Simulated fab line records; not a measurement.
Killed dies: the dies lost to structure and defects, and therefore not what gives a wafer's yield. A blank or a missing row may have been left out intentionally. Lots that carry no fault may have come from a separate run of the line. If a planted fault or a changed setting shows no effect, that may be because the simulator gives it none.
Chamber matching | flow n5-finfet | N5_SD_EPI_P_DESCUM_14 on rie-diel-02: 4 sister chambers
The step chemistry O2, time 7.9 s. 4 wafers are shown with their chamber, then 10 later ones without.

## WAFERS WITH THEIR CHAMBER
wafer  | chamber | showerhead-plenum-p-Torr (Torr)
L082.6 | 3       | 2.07
L088.1 | 2       | 2.19
L089.2 | 1       | 2.03
L089.3 | 0       | 2.08

## WAFERS WITHOUT THEIR CHAMBER
wafer  | showerhead-plenum-p-Torr (Torr)
L089.5 | 2.03
L092.1 | 2.08
L092.2 | 2.03
L092.5 | 2.03
L093.4 | 2.06
L093.5 | 2.03
L093.6 | 2.08
L097.1 | 2.06
L097.3 | 2.18
L097.5 | 2.02

## EACH ONE'S CHAMBER
wafer  | from the rows above     | in truth
L089.5 | 1                       | 1
L092.1 | can't be placed: 0 or 3 | 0
L092.2 | 1                       | 1
L092.5 | 1                       | 1
L093.4 | can't be placed: 3 or 0 | 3
L093.5 | 1                       | 1
L093.6 | can't be placed: 0 or 3 | 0
L097.1 | can't be placed: 3 or 0 | 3
L097.3 | 2                       | 2
L097.5 | 1                       | 1
Placed correctly: 6 of 10. Not placeable from these rows: 4 (in 4, the candidates include the true chamber). Placed wrongly: 0.
How it was worked out, from the rows above alone: a wafer's distance from a chamber is the root of the sum, over the readings, of the square of ((its reading less the chamber's mean) divided by the reading's scatter). If the next closest chamber is less than 2 further off than the closest, the wafer can't be placed; otherwise it belongs to the closest. For every chamber, the mean is computed from those of its wafers that are shown. The scatter: root of mean squared gap, hidden wafer to nearest shown wafer, with one shown wafer a chamber.
